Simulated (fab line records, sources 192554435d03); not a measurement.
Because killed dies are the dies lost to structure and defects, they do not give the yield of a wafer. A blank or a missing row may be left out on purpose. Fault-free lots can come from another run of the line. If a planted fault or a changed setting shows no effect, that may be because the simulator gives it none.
Split-lot experiment ; flow n5_finfet ; 21 wafers read across 7 lots, on a route 1938 steps long

ON THE SPLIT
At N5_BEOL_M5_ETCH_68 (etches SOC in N2/H2, target depth 80 nm, overetch 16 nm, time 120 s), the setting bias_w was moved away from the recipe's 150 W on 9 of the 21 wafers read, by -12.8% to +17.5%. This setting was run at the recipe's value on the other wafers.

Reading taken at the split's own step.

THE READING
rf_vpp_V, in V, at N5_BEOL_M5_ETCH_68 (etches SOC in N2/H2, target depth 80 nm, overetch 16 nm, time 120 s). Fault-free wafers of this fab line usually give 525.4 V, standard deviation 2.6 V.

wafer;tool, chamber at the split;bias_w as run, W;against the recipe;rf_vpp_V, V;against lot-mates on the recipe
L078.1;rie_diel-04, 0;150;recipe;525.3;-
L078.3;rie_diel-04, 2;167.5;+11.7%;563.5;+38.2
L078.5;rie_diel-04, 2;167.5;+11.7%;562.2;+36.9
L079.3;rie_diel-06, 0;150;recipe;521.2;-
L079.4;rie_diel-06, 3;150;recipe;526.3;-
L079.6;rie_diel-06, 2;150;recipe;528.1;-
L081.3;rie_diel-06, 0;150;recipe;520.8;-
L081.4;rie_diel-06, 2;150;recipe;528.4;-
L081.6;rie_diel-06, 0;130.8;-12.8%;477.2;-47.4
L085.1;rie_diel-02, 3;150;recipe;525.6;-
L085.2;rie_diel-02, 0;150;recipe;527.5;-
L085.3;rie_diel-02, 2;150;recipe;526.4;-
L089.1;rie_diel-02, 0;150;recipe;528.5;-
L089.3;rie_diel-02, 3;159.7;+6.5%;546.9;+19.1
L089.4;rie_diel-02, 1;150;recipe;527.0;-
L092.2;rie_diel-06, 1;159.9;+6.6%;543.6;no lot-mate on the recipe
L092.3;rie_diel-06, 3;159.9;+6.6%;547.5;no lot-mate on the recipe
L092.5;rie_diel-06, 0;159.9;+6.6%;540.3;no lot-mate on the recipe
L093.1;rie_diel-02, 1;176.3;+17.5%;584.3;+55.8
L093.4;rie_diel-02, 0;150;recipe;528.5;-
L093.6;rie_diel-02, 1;176.3;+17.5%;586.4;+57.9

THE FIT
A straight line over all 21 wafers: rf_vpp_V changes by +3.38 V for each +1% of bias_w; r = +0.99; the points scatter about the line by 3.1 V.
The same after taking each lot's own level away (the mean of its wafers on the recipe; 18 wafers): +3.33 V for each +1%; r = +1.00; scatter 2.3 V.
According to that fit, moving bias_w by its largest amount changes the reading by 58 V.
From 524.60 to 528.50 V: that is the span of the lots' own levels, equal to 1.5 times the standard deviation above.
Consequently the slope shifts little with the lot-to-lot level, the two slopes agreeing.
Check: +58.4 V against its lot-mates is what the line predicts for one of the wafers moved furthest among these (+17.5%) when that wafer is left out of the fit. It came out at +55.8 V against them.
Tool readings at the split's step, against how far the setting was moved: rf_vpp_V r = +0.99.

THE WHOLE CHAIN: every reading that the file lists as answering this split, in the file's order
step;what it does;reading;change (the file's fit);r (the file's)
N5_BEOL_M5_ETCH_68;etches SOC in N2/H2, target depth 80 nm, overetch 16 nm, time 120 s;rf_vpp_V;+3.34 V for each +1% of the setting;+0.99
N5_BEOL_M5_ETCH_68;etches SOC in N2/H2, target depth 80 nm, overetch 16 nm, time 120 s;SiARC_of_BEOL_M5_COAT_66.thk_nm (the simulator's own value, which no gauge read);-0.0701 nm for each +1% of the setting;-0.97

THE FILE'S OWN FIT
rf_vpp_V changes by +3.34 V for each +1% of bias_w, r = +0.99.
